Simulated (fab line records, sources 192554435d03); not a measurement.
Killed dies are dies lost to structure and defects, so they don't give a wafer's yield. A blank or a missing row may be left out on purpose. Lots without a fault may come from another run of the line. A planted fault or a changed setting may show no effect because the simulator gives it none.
fab line records | flow n5_finfet
record lots=7 wafers=39
route steps=1938 shown WELL_APT@33 DUMMY_GATE@214 SD_EPI_P@307 HKMG_FIN@421 GATE_CUT@466 BEOL_M4@1111
start_h: hours from the record's first day to the start of the lot's first wafer shown | wait_h: hours since the lot's step before | " the same as in the row above | L1.1+2: a row that stands for several wafers | - no value, or no start given | * or withheld: withheld | < > ~ a bound
route shown NAME@n: a module of which the file shows steps, and the number in the route of the first | usual: mean/standard deviation of fault-free wafers | same: alike in all rows | chamber/n: place in a boat | sites: the reading at each site | _std_site: their standard deviation | _edge_site: outer sites' mean less inner sites' | radius_mm: how far each site lies from the wafer's centre | mask NAME#n: copy n | behind: the tool/chamber that last shaped the wafer | hold: why the lot was held/for how many hours/how that ended | device: the transistor (n, p or np) that didn't switch | end of line: the same wafers' tests at the end of the route | a step without rows: its recipe alone | killed: dies lost to structure and defects at the first sort, not the wafer's yield | map: a wafer's dies, x killed, . not, _ none there
set.NAME: the setting as run; set.NAME@STEP: as run at that earlier step | model.NAME: the simulator's own value behind a step, which no gauge read
lots whose settings were changed on purpose; a table a step, a row a wafer
## steps
# step N5_WELL_APT_IMPLANT_15
# recipe species=As energy_kev=25 dose_cm2=1.5e+13 tilt_deg=0 rotation_deg=0
# step N5_WELL_APT_IMPLANT_31
# recipe species=B energy_kev=60 dose_cm2=1.5e+13 tilt_deg=0 rotation_deg=0
# step N5_DUMMY_GATE_ALD_02
# recipe material=SiO2 target_thk_a=20 temp_c=300 ald_precursor_family=BDEAS ald_co_reactant=O2-plasma pulse_time_s=1 pressure_torr=2
# step N5_DUMMY_GATE_EXPOSE_12
# recipe mask_id=GATE na=0.33 source_shape=annular sigma_inner=0.2 sigma_outer=0.6 polarization=unpolarized target_cd_nm=25 dose_mj=34
# step N5_DUMMY_GATE_ETCH_44
# recipe chemistry=HBr/O2 over_etch_frac=0.7 target_depth_a=1275 stop_on=SiO2 ion_energy_ev=60 bias_w=20 target=poly-Si mask_material=SiO2 pressure_mtorr=20 icp_w=400 HBr_flow_sccm=120 O2_flow_sccm=10
# step N5_SD_EPI_P_ETCH_36
# recipe chemistry=CF4 target=SiARC target_depth_a=455 mask_material=CAR-ArF-block time_s=75.8 ion_energy_ev=80 pressure_mtorr=40 source_w=545 bias_w=36 Ar_flow_sccm=100 cf4_flow_sccm=100 ends=cleared
# step N5_HKMG_FIN_PWFM_ALD_03
# recipe material=TiN target_thk_a=20 temp_c=400 ald_precursor_family=TiCl4 ald_co_reactant=NH3 pulse_time_s=1 purge_time_s=3 co_reactant_purge_time_s=2 co_reactant_pulse_time_s=2 ald_cycles=91 pressure_torr=3
# step N5_HKMG_FIN_ETCH_32
# recipe chemistry=N2/H2 target=SOC target_depth_a=2400 temp_c=40 time_s=300 ion_energy_ev=200 mask_material=SiARC pressure_mtorr=30 source_w=840 bias_w=150 n2_flow_sccm=200 h2_flow_sccm=200
# step N5_GATE_CUT_ETCH_56
# recipe chemistry=Cl2/Ar target=TiN target_depth_a=216 pressure_mtorr=10 icp_w=600 bias_w=60 Cl2_flow_sccm=40 Ar_flow_sccm=60
# step N5_BEOL_M4_RC_MEAS_101
# usual DIBL_N=36.0/1.9 DIBL_P=35.6/2.2 IOFF_P=0.19/0.032 IOFF_P_85C=3.4/0.48 IOFF_P_LIN=0.091/0.012 RS_PWELL=3018/19 VT_P=-253/3.3 VT_P_LVT=-100.2/2.7
# columns lot.wafer tool chamber start_h wait_h set.energy_kev@WELL_APT_IMPLANT_15 set.energy_kev@WELL_APT_IMPLANT_31 set.target_thk_a@DUMMY_GATE_ALD_02 set.dose_mj@DUMMY_GATE_EXPOSE_12 set.target_depth_a@DUMMY_GATE_ETCH_44 set.bias_w@SD_EPI_P_ETCH_36 set.ald_cycles@HKMG_FIN_PWFM_ALD_03 set.h2_flow_sccm@HKMG_FIN_ETCH_32 set.Cl2_flow_sccm@GATE_CUT_ETCH_56 DIBL_N[mV/V] DIBL_P[mV/V] IOFF_P[nA/um] IOFF_P_85C[nA/um] IOFF_P_LIN[nA/um] RS_PWELL[ohm/sq] VT_P[mV] VT_P_LVT[mV]
L075.2 prober-02 0 193.89 0.2 25 60 20 34 1275 36 91 200 40 35.0 34.2 0.14 2.6 0.069 3007 -259 -106.8
L075.3 " 0 " " 25 60 20 34 1275 36 91 200 40 36.9 37.4 0.18 3.2 0.083 3013 -254 -104.4
L075.5 " 0 " " 25 60 20 34 1275 36 91 200 40 36.2 36.1 0.16 3.0 0.078 3004 -258 -104.4
L076.1 prober-01 0 198.55 0.0 22.02 63.49 20 31.65 1275 36 86 200 40 30.3 28.6 0.10 1.9 0.056 2987 -262 -110.7
L076.2 " 0 " " 25 63.49 20 31.65 1161 41.25 86 200 40 30.6 28.6 0.10 1.9 0.055 2971 -263 -110.9
L076.3 " 0 " " 25 63.49 20 34 1275 36 91 200 40 34.8 34.5 0.17 2.9 0.082 2949 -253 -102.8
L076.4 " 0 " " 22.02 60 20 34 1161 41.25 86 200 40 36.2 35.1 0.15 2.7 0.073 3043 -258 -106.4
L076.5 " 0 " " 22.02 60 20 31.65 1275 41.25 91 200 40 32.3 30.4 0.12 2.3 0.066 3027 -257 -106.4
L076.6 " 0 " " 25 60 20 34 1161 36 91 200 40 32.3 31.4 0.14 2.5 0.073 3049 -257 -104.5
L083.1 prober-02 0 277.22 0.0 25 60 20 34 1185 36 91 208.4 40 33.6 33.8 0.17 3.1 0.086 3032 -252 -98.7
L083.2 " 0 " " 25 60 20 35.41 1185 36 86 200 40 36.5 37.0 0.19 3.3 0.086 3028 -254 -101.8
L083.3 " 0 " " 25 60 20 35.41 1275 36 91 208.4 48.8 37.7 38.6 0.24 4.2 0.109 3028 -250 -95.0
L083.4 " 0 " " 25 60 22.74 34 1275 36 86 200 40 32.4 32.7 0.14 2.7 0.072 3019 -257 -104.3
L083.5 " 0 " " 25 60 22.74 34 1275 36 86 208.4 48.8 32.6 33.4 0.15 2.8 0.075 3007 -256 -103.3
L083.6 " 0 " " 25 60 22.74 35.41 1185 36 91 200 48.8 36.5 38.4 0.24 4.1 0.109 3029 -249 -95.1
L085.1 prober-02 0 292.04 0.0 25 63.08 22.73 34 1130 36 88 200 40 35.1 32.9 0.15 2.8 0.073 2967 -255 -103.9
L085.2 " 0 " " 25 60 22.73 34 1275 30.33 91 185.6 40 36.6 34.9 0.19 3.3 0.088 3014 -251 -99.8
L085.3 " 0 " " 27.84 63.08 20 34 1130 30.33 88 200 34.23 33.6 31.5 0.14 2.5 0.068 2982 -257 -105.6
L085.4 " 0 " " 27.84 63.08 20 34 1275 30.33 91 200 40 33.0 31.4 0.15 2.7 0.074 2970 -258 -101.7
L085.5 " 0 " " 27.84 60 22.73 34 1275 36 88 185.6 34.23 34.0 31.5 0.14 2.6 0.070 3013 -256 -104.5
L085.6 " 0 " " 25 60 20 34 1130 36 91 185.6 34.23 34.3 33.0 0.17 3.0 0.080 3023 -253 -101.3
L088.1 prober-02 0 297.91 0.0 28.8 54.51 21.39 34 1275 40.85 91 200 40 38.4 38.5 0.22 3.9 0.105 3172 -246 -95.8
L088.2 " 0 " " 25 60 21.39 34 1275 36 91 200 36.66 36.8 36.6 0.18 3.3 0.091 3024 -251 -97.8
L088.3 " 0 " " 28.8 60 21.39 34 1275 40.85 89 195.9 40 37.1 36.9 0.19 3.4 0.090 3022 -252 -99.5
L088.4 " 0 " " 25 54.51 20 34 1275 40.85 89 195.9 36.66 38.3 38.6 0.21 3.7 0.098 3132 -252 -97.2
L088.5 " 0 " " 28.8 54.51 20 34 1275 36 91 195.9 40 37.0 36.0 0.18 3.3 0.089 3131 -253 -98.8
L088.6 " 0 " " 25 60 20 34 1275 36 89 200 36.66 35.3 34.2 0.15 2.7 0.077 3041 -257 -102.7
L094.1 prober-02 0 322.43 0.0 25 60 22.85 34 1158 37.98 91 204.4 44.36 35.1 34.9 0.19 3.3 0.090 3006 -254 -99.9
L094.2 " 0 " " 25 63.47 22.85 34 1158 36 91 200 40 35.9 34.9 0.18 3.2 0.087 2961 -253 -101.2
L094.3 " 0 " " 25 60 22.85 35.77 1275 36 91 204.4 40 39.8 40.5 0.27 4.5 0.117 3004 -248 -96.8
L094.4 " 0 " " 25 63.47 20 34 1275 36 91 200 44.36 34.6 34.9 0.19 3.3 0.091 2941 -251 -99.6
L094.5 " 0 " " 25 63.47 20 35.77 1275 37.98 91 200 44.36 38.7 40.0 0.26 4.4 0.115 2935 -248 -96.6
L094.6 " 0 " " 25 60 20 35.77 1158 37.98 91 204.4 40 39.0 38.8 0.23 4.0 0.103 3003 -249 -98.6
L091.1 prober-01 0 322.67 0.0 25 60 20 35.05 1344 37.74 91 200 46.36 39.1 37.2 0.21 3.6 0.095 3012 -252 -99.7
L091.2 " 0 " " 25 60 20 34 1275 36 91 200 40 38.0 36.6 0.21 3.6 0.098 3006 -251 -97.9
L091.3 " 0 " " 23.51 60 19.11 34 1275 37.74 97 185.7 46.36 39.6 37.6 0.26 4.3 0.120 3022 -246 -94.8
L091.4 " 0 " " 25 60 19.11 34 1344 37.74 97 185.7 40 36.8 34.8 0.22 3.7 0.106 3022 -248 -96.1
L091.5 " 0 " " 23.51 60 20 35.05 1275 36 97 200 40 40.2 39.1 0.30 4.8 0.130 3019 -243 -92.9
L091.6 " 0 " " 23.51 60 19.11 35.05 1344 36 91 185.7 46.36 40.6 39.2 0.25 4.1 0.109 3017 -248 -97.8
## key
split step=N5_WELL_APT_IMPLANT_15 setting=energy_kev stated_as=25
response none clear
split step=N5_WELL_APT_IMPLANT_31 setting=energy_kev stated_as=60
response step=N5_BEOL_M4_RC_MEAS_101 reading=RS_PWELL slope=-11.7 per=1% together_with=all explained=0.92
split step=N5_DUMMY_GATE_ALD_02 setting=target_thk_a stated_as=20
response none clear
split step=N5_DUMMY_GATE_EXPOSE_12 setting=dose_mj stated_as=34
response step=N5_BEOL_M4_RC_MEAS_101 reading=DIBL_P slope=+0.811 per=1% together_with=all explained=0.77
response step=N5_BEOL_M4_RC_MEAS_101 reading=DIBL_N slope=+0.651 per=1% together_with=all explained=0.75
response step=N5_BEOL_M4_RC_MEAS_101 reading=IOFF_P_85C slope=+0.14 per=1% together_with=all explained=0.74
response step=N5_BEOL_M4_RC_MEAS_101 reading=IOFF_P slope=+0.00933 per=1% together_with=all explained=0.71
response step=N5_BEOL_M4_RC_MEAS_101 reading=IOFF_P_LIN slope=+0.00306 per=1% together_with=all explained=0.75
split step=N5_DUMMY_GATE_ETCH_44 setting=target_depth_a stated_as=1275
response none clear
split step=N5_SD_EPI_P_ETCH_36 setting=bias_w stated_as=36
response none clear
split step=N5_HKMG_FIN_PWFM_ALD_03 setting=ald_cycles stated_as=91
response step=N5_BEOL_M4_RC_MEAS_101 reading=VT_P_LVT slope=+0.839 per=1% together_with=all explained=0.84
response step=N5_BEOL_M4_RC_MEAS_101 reading=VT_P slope=+0.842 per=1% together_with=all explained=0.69
response step=N5_BEOL_M4_RC_MEAS_101 reading=IOFF_P_LIN slope=+0.00277 per=1% together_with=all explained=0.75
split step=N5_HKMG_FIN_ETCH_32 setting=h2_flow_sccm stated_as=200
response none clear
split step=N5_GATE_CUT_ETCH_56 setting=Cl2_flow_sccm stated_as=40
response none clear
